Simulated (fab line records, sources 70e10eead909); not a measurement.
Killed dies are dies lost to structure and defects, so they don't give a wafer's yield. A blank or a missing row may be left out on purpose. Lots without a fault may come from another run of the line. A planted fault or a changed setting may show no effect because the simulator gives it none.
Which tool did it? | flow nand_harc | 12 lots, 36 wafers sampled, at 5 steps of a route of 1302

WHAT THE GAUGES READ, wafer by wafer
NHARC_A_CONTACT_CD_MEAS_53.
lot  | measured     | on        | cd_nm (nm)
L075 | day 22 00:55 | cd_sem-01 | 289.8 289.6 289.6
L078 | day 22 16:03 | cd_sem-02 | 290.3 290.1 289.7
L079 | day 23 08:33 | cd_sem-02 | 291.1 290.5 290.7
L082 | day 24 13:43 | cd_sem-02 | 287.5 287.3 288.4
L084 | day 25 18:23 | cd_sem-02 | 289.7 289.2 289.4
L086 | day 26 14:18 | cd_sem-01 | 286.9 287.3 287.3
L087 | day 27 20:59 | cd_sem-01 | 288.6 288.2 288.9
L089 | day 28 06:08 | cd_sem-03 | 289.9 289.2 289.9
L092 | day 29 04:37 | cd_sem-01 | 290.1 290.1 290.4
L093 | day 29 01:25 | cd_sem-01 | 289.9 290.3 289.8
L095 | day 30 22:03 | cd_sem-01 | 289.4 289.5 289.7
L096 | day 31 23:31 | cd_sem-02 | 290.3 289.4 290.0

WHICH TOOL RAN EACH LOT (tool, then ch and the chambers of the sampled wafers, then the start)
lot  | NHARC_A_SGD_CUT_ETCH_59                       | NHARC_A_SLIT_DEP_25             | NHARC_A_WL_FILL_ALD_02              | NHARC_A_CONTACT_ETCH_113
L075 | rie_diel-07 ch 0,2,3, day 20 01:04 or earlier | pecvd-01 ch 0,1, day 20 01:04   | ald_metal-01 ch 1,2,3, day 20 20:27 | har_cap_etch-02 ch 0,1, day 21 22:04
L078 | rie_diel-04 ch 2,3, day 20 09:44 or earlier   | pecvd-03 ch 1,2, day 20 09:44   | ald_metal-04 ch 2,3, day 21 08:40   | har_cap_etch-02 ch 1, day 22 13:09
L079 | rie_diel-08 ch 2,3, day 21 04:01 or earlier   | pecvd-03 ch 1,2, day 21 04:01   | ald_metal-04 ch 1,2, day 21 23:35   | har_cap_etch-02 ch 0,1, day 23 05:38
L082 | rie_diel-08 ch 2,3, day 22 14:32 or earlier   | pecvd-03 ch 0,1,2, day 22 14:32 | ald_metal-01 ch 2,3, day 23 09:01   | har_cap_etch-02 ch 0,1, day 24 10:52
L084 | rie_diel-08 ch 1,3, day 23 15:46 or earlier   | pecvd-01 ch 1,2, day 23 15:46   | ald_metal-04 ch 0,1, day 24 10:14   | har_cap_etch-02 ch 0,1, day 25 15:28
L086 | rie_diel-08 ch 0,2, day 24 12:44 or earlier   | pecvd-03 ch 0,1,2, day 24 12:44 | ald_metal-04 ch 1,2,3, day 25 07:01 | har_cap_etch-03 ch 0,1, day 26 10:37
L087 | rie_diel-07 ch 0,1, day 25 18:50 or earlier   | pecvd-03 ch 0,1,2, day 25 18:50 | ald_metal-04 ch 0,1,2, day 26 15:34 | har_cap_etch-02 ch 0,1, day 27 18:03
L089 | rie_diel-04 ch 1,2, day 26 05:05 or earlier   | pecvd-04 ch 0,1,2, day 26 05:05 | ald_metal-01 ch 1,2,3, day 27 00:30 | har_cap_etch-03 ch 0,1, day 28 03:19
L092 | rie_diel-08 ch 2,3, day 26 23:23 or earlier   | pecvd-01 ch 0,1, day 26 23:23   | ald_metal-04 ch 1,2,3, day 27 18:31 | har_cap_etch-02 ch 0,1, day 29 01:43
L093 | rie_diel-08 ch 0,3, day 26 23:25 or earlier   | pecvd-04 ch 0,1,2, day 26 23:25 | ald_metal-04 ch 2,3, day 27 22:21   | har_cap_etch-03 ch 0,1, day 28 22:29
L095 | rie_diel-07 ch 0,1,3, day 28 16:56 or earlier | pecvd-04 ch 0,1,2, day 28 16:56 | ald_metal-02 ch 0,1,2, day 29 16:39 | har_cap_etch-02 ch 0,1, day 30 19:02
L096 | rie_diel-04 ch 1,3, day 29 03:11 or earlier   | pecvd-04 ch 0,1, day 29 03:11   | ald_metal-04 ch 1,2,3, day 30 14:20 | har_cap_etch-02 ch 0,1, day 31 20:21
- NHARC_A_SGD_CUT_ETCH_59: etches the open film in N2/H2, target depth 260 nm, time 406.25 s.
- NHARC_A_SLIT_DEP_25: deposits SiO2, target thk 200 nm.
- NHARC_A_WL_FILL_ALD_02: deposits TiN, target thk 2 nm, pulse time 3 s, ald cycles 100.
- NHARC_A_CONTACT_ETCH_113: etches the open film in C4F8/O2/Ar, time 190 s, target depth 1850 nm.

THE ANSWER, worked out from the rows above alone
Rule: what is usual is taken from the lots themselves. Put in order of their means at a reading, lots are off if they are a third of the lots or fewer, leave a main group of 4 or more, and stand apart from it by a gap of 3 or more times the standard deviation of the main group's means; of several such gaps the widest counts. A main group whose means are all the same, to the digits that the tables above print for the reading, isn't used. A lot without any number at a reading at which 4 lots or more have one is off too. The other lots that the step has rows for count as sound.
No lot is off at any reading shown: from this, nothing can be told.

WHAT THE SIMULATOR HAD PUT IN
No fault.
